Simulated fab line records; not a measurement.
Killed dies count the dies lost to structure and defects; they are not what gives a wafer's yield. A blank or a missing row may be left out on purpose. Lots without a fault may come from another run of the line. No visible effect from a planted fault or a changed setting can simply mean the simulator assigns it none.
Matching of chambers / flow n5-finfet / N5_BEOL_M10_CMP_52 on cmp-01: 4 sister chambers
The step polishes, stops on SiCOH lowk, t overpolish 7 s, target thk 140 nm. 16 wafers are shown with their chamber, then 8 later ones without.

## WAFERS WITH THEIR CHAMBER
wafer=L074.3; chamber=2; motor-current-A (A)=5.7; time-to-endpoint-s (s)=72; barrier-field-endpoint-s (s)=30.6
wafer=L074.4; chamber=0; motor-current-A (A)=5.2; time-to-endpoint-s (s)=59; barrier-field-endpoint-s (s)=28.5
wafer=L074.6; chamber=1; motor-current-A (A)=7.4; time-to-endpoint-s (s)=57; barrier-field-endpoint-s (s)=28.5
wafer=L076.2; chamber=2; motor-current-A (A)=5.8; time-to-endpoint-s (s)=73; barrier-field-endpoint-s (s)=31.8
wafer=L076.3; chamber=3; motor-current-A (A)=5.0; time-to-endpoint-s (s)=66; barrier-field-endpoint-s (s)=29.7
wafer=L076.4; chamber=0; motor-current-A (A)=5.6; time-to-endpoint-s (s)=61; barrier-field-endpoint-s (s)=28.8
wafer=L081.2; chamber=0; motor-current-A (A)=5.4; time-to-endpoint-s (s)=64; barrier-field-endpoint-s (s)=28.3
wafer=L081.3; chamber=3; motor-current-A (A)=5.0; time-to-endpoint-s (s)=66; barrier-field-endpoint-s (s)=28.7
wafer=L081.5; chamber=2; motor-current-A (A)=6.2; time-to-endpoint-s (s)=73; barrier-field-endpoint-s (s)=30.9
wafer=L080.1; chamber=0; motor-current-A (A)=5.5; time-to-endpoint-s (s)=58; barrier-field-endpoint-s (s)=27.2
wafer=L080.3; chamber=3; motor-current-A (A)=5.4; time-to-endpoint-s (s)=64; barrier-field-endpoint-s (s)=27.1
wafer=L080.4; chamber=2; motor-current-A (A)=5.9; time-to-endpoint-s (s)=67; barrier-field-endpoint-s (s)=28.6
wafer=L082.3; chamber=1; motor-current-A (A)=7.2; time-to-endpoint-s (s)=64; barrier-field-endpoint-s (s)=27.9
wafer=L082.4; chamber=3; motor-current-A (A)=5.1; time-to-endpoint-s (s)=68; barrier-field-endpoint-s (s)=30.0
wafer=L082.6; chamber=2; motor-current-A (A)=5.6; time-to-endpoint-s (s)=73; barrier-field-endpoint-s (s)=30.8
wafer=L084.2; chamber=0; motor-current-A (A)=5.5; time-to-endpoint-s (s)=65; barrier-field-endpoint-s (s)=28.3

SIGNATURES (means of the wafers above)
reading=motor-current-A; chamber 0=5.440; chamber 1=7.300; chamber 2=5.840; chamber 3=5.125; scatter within a chamber=0.19
reading=time-to-endpoint-s; chamber 0=61.40; chamber 1=60.50; chamber 2=71.60; chamber 3=66.00; scatter within a chamber=2.84
reading=barrier-field-endpoint-s; chamber 0=28.220; chamber 1=28.200; chamber 2=30.540; chamber 3=28.875; scatter within a chamber=1.01
Rule: for each reading, subtract the chamber's mean from the wafer's reading, divide by that reading's scatter and square the result; add these up over the readings and take the root, which gives the wafer's distance from the chamber. If the next closest chamber is less than 2 further off than the closest, the wafer can't be placed; otherwise it belongs to the closest. The scatter: the root of (the sum of the squares of (reading less its chamber's mean) over the shown wafers, divided by (wafers less chambers)).

## WAFERS MISSING THEIR CHAMBER
wafer=L084.4; motor-current-A (A)=5.9; time-to-endpoint-s (s)=75; barrier-field-endpoint-s (s)=30.8
wafer=L084.6; motor-current-A (A)=4.9; time-to-endpoint-s (s)=67; barrier-field-endpoint-s (s)=29.0
wafer=L086.2; motor-current-A (A)=5.6; time-to-endpoint-s (s)=59; barrier-field-endpoint-s (s)=27.7
wafer=L086.5; motor-current-A (A)=7.2; time-to-endpoint-s (s)=66; barrier-field-endpoint-s (s)=29.2
wafer=L086.6; motor-current-A (A)=5.8; time-to-endpoint-s (s)=75; barrier-field-endpoint-s (s)=29.6
wafer=L090.1; motor-current-A (A)=5.5; time-to-endpoint-s (s)=65; barrier-field-endpoint-s (s)=28.4
wafer=L090.3; motor-current-A (A)=7.3; time-to-endpoint-s (s)=66; barrier-field-endpoint-s (s)=28.0
wafer=L090.5; motor-current-A (A)=5.6; time-to-endpoint-s (s)=69; barrier-field-endpoint-s (s)=28.8

## WHICH CHAMBER EACH WENT THROUGH
wafer=L084.4; from the rows above=2; in truth=2
wafer=L084.6; from the rows above=3; in truth=3
wafer=L086.2; from the rows above=0; in truth=0
wafer=L086.5; from the rows above=1; in truth=1
wafer=L086.6; from the rows above=2; in truth=2
wafer=L090.1; from the rows above=can't be placed: 0 or 3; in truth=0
wafer=L090.3; from the rows above=1; in truth=1
wafer=L090.5; from the rows above=can't be placed: 2 or 3 or 0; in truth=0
Correctly placed: 6 of 8. Unplaceable from these rows: 2, with the true chamber sitting among the candidates in 2. Placed wrongly: 0.
